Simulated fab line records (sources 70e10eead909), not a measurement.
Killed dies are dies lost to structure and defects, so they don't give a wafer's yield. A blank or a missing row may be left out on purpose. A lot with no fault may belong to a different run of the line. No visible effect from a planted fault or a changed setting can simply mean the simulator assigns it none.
Matching of chambers | flow nand_harc | 4 sister chambers for NHARC_A_STAIRCASE_ETCH_292 on rie_diel-04
The step etches the open film in CF4/CHF3. 8 wafers are shown with their chamber, then 10 later ones without.

## WAFERS WITH THEIR CHAMBER
wafer  | chamber | showerhead_plenum_p_Torr (Torr) | drypump_motor_current_A (A)
L075.2 | 0       | 1.49                            | 5.2
L078.2 | 1       | 1.68                            | 5.4
L081.6 | 2       | 1.57                            | 5.7
L084.1 | 2       | 1.57                            | 5.7
L084.2 | 1       | 1.68                            | 5.3
L084.4 | 3       | 1.56                            | 6.2
L088.3 | 3       | 1.56                            | 6.3
L088.5 | 0       | 1.48                            | 5.2

## WAFERS WITH NO CHAMBER GIVEN
wafer  | showerhead_plenum_p_Torr (Torr) | drypump_motor_current_A (A)
L088.6 | 1.56                            | 6.2
L092.4 | 1.57                            | 5.7
L092.5 | 1.55                            | 6.2
L092.6 | 1.67                            | 5.3
L094.1 | 1.57                            | 5.7
L094.2 | 1.55                            | 6.2
L094.3 | 1.67                            | 5.4
L096.2 | 1.48                            | 5.2
L096.3 | 1.66                            | 5.4
L096.6 | 1.56                            | 5.7

## EACH ONE'S CHAMBER
wafer  | from the rows above | in truth
L088.6 | 3                   | 3
L092.4 | 2                   | 2
L092.5 | 3                   | 3
L092.6 | 1                   | 1
L094.1 | 2                   | 2
L094.2 | 3                   | 3
L094.3 | 1                   | 1
L096.2 | 0                   | 0
L096.3 | 1                   | 1
L096.6 | 2                   | 2
Correctly placed: 10 of 10. From these rows, 0 cannot be placed. Wrongly placed: 0.
How it was worked out, from the rows above alone: a wafer's distance from a chamber is the root of the sum, over the readings, of the square of ((its reading less the chamber's mean) divided by the reading's scatter). If the next closest chamber is less than 2 further off than the closest, the wafer can't be placed; otherwise it belongs to the closest. The mean given for a chamber averages the wafers shown for that chamber. The scatter: take each reading less its chamber's mean, square it, sum over the shown wafers, divide by the number of wafers less the number of chambers, and take the root.
